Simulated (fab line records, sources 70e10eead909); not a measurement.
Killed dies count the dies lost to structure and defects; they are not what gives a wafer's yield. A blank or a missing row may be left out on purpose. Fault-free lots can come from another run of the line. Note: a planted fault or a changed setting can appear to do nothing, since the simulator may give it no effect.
Chamber matching	flow nand-harc	4 sister chambers for NHARC_A_STAIRCASE_DESCUM_219 on rie-diel-08
The step chemistry O2, time 3 s. 8 wafers are shown with their chamber, then 8 later ones without.

WAFERS, EACH WITH ITS CHAMBER
wafer	chamber	showerhead-plenum-p-Torr (Torr)	rf-vpp-V (V)
L074.4	0	1.80	56.7
L080.2	0	1.79	57.2
L080.6	3	1.88	57.5
L083.6	1	1.92	58.8
L084.1	3	1.87	58.5
L084.2	2	1.87	58.6
L084.3	1	1.92	57.3
L087.1	2	1.86	58.1

WAFERS WITH NO CHAMBER GIVEN
wafer	showerhead-plenum-p-Torr (Torr)	rf-vpp-V (V)
L087.2	1.87	57.0
L087.4	1.92	57.5
L089.1	1.78	58.2
L089.2	1.87	56.3
L089.3	1.86	56.9
L094.2	1.86	56.9
L094.3	1.91	58.1
L094.5	1.78	56.5

EACH ONE'S CHAMBER
wafer	from the rows above	in truth
L087.2	can't be placed: 3 or 2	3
L087.4	1	1
L089.1	0	0
L089.2	can't be placed: 3 or 2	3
L089.3	can't be placed: 2 or 3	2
L094.2	can't be placed: 2 or 3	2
L094.3	1	1
L094.5	0	0
Correctly placed: 4 of 8. Unplaceable from these rows: 4, with the true chamber sitting among the candidates in 4. Wrongly placed: 0.
How it was worked out, from the rows above alone: a wafer's distance from a chamber is the root of the sum, over the readings, of the square of ((its reading less the chamber's mean) divided by the reading's scatter). If the next closest chamber is less than 2 further off than the closest, the wafer can't be placed; otherwise it belongs to the closest. Each chamber's mean is taken over the wafers shown for it. How the scatter is found: for the shown wafers, subtract from each reading the mean of its chamber, square and add these, divide the total by (wafers less chambers), then take the root.
